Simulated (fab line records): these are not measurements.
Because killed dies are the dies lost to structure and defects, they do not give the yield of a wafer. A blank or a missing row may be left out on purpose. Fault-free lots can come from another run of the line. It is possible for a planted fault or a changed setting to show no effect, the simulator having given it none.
Matching of chambers | flow n5-finfet | ald-metal-04 running N5_BEOL_M10_ALD_74: 4 sister chambers
The step deposits TaN, target thk 2 nm, pulse time 2 s, purge time 3 s. 8 wafers are shown with their chamber, then 10 later ones without.

== WAFERS PAIRED WITH THEIR CHAMBERS ==
wafer  | chamber | heater-power-w (W)
L075.2 | 3       | 361
L075.5 | 3       | 358
L080.5 | 1       | 379
L085.1 | 2       | 427
L085.2 | 0       | 349
L085.6 | 2       | 435
L092.1 | 0       | 343
L092.2 | 1       | 363

== WAFERS WITH NO CHAMBER GIVEN ==
wafer  | heater-power-w (W)
L092.3 | 346
L093.1 | 343
L093.2 | 355
L093.4 | 370
L096.2 | 382
L096.3 | 368
L096.5 | 359
L095.3 | 373
L095.4 | 345
L095.5 | 365

== CHAMBER TAKEN BY EACH ==
wafer  | from the rows above          | in truth
L092.3 | can't be placed: 0 or 3      | 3
L093.1 | can't be placed: 0 or 3      | 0
L093.2 | can't be placed: 3 or 0 or 1 | 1
L093.4 | can't be placed: 1 or 3      | 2
L096.2 | can't be placed: 1 or 3      | 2
L096.3 | can't be placed: 1 or 3      | 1
L096.5 | can't be placed: 3 or 1 or 0 | 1
L095.3 | can't be placed: 1 or 3      | 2
L095.4 | can't be placed: 0 or 3      | 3
L095.5 | can't be placed: 3 or 1 or 0 | 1
Correct placement for 0 of the 10. Not placeable from these rows: 10 (in 7, the candidates include the true chamber). Wrongly placed: 0.
How it was worked out, from the rows above alone: a wafer's distance from a chamber is the root of the sum, over the readings, of the square of ((its reading less the chamber's mean) divided by the reading's scatter). If the next closest chamber is less than 2 further off than the closest, the wafer can't be placed; otherwise it belongs to the closest. A chamber's mean is the mean of its shown wafers. The scatter: take each reading less its chamber's mean, square it, sum over the shown wafers, divide by the number of wafers less the number of chambers, and take the root.
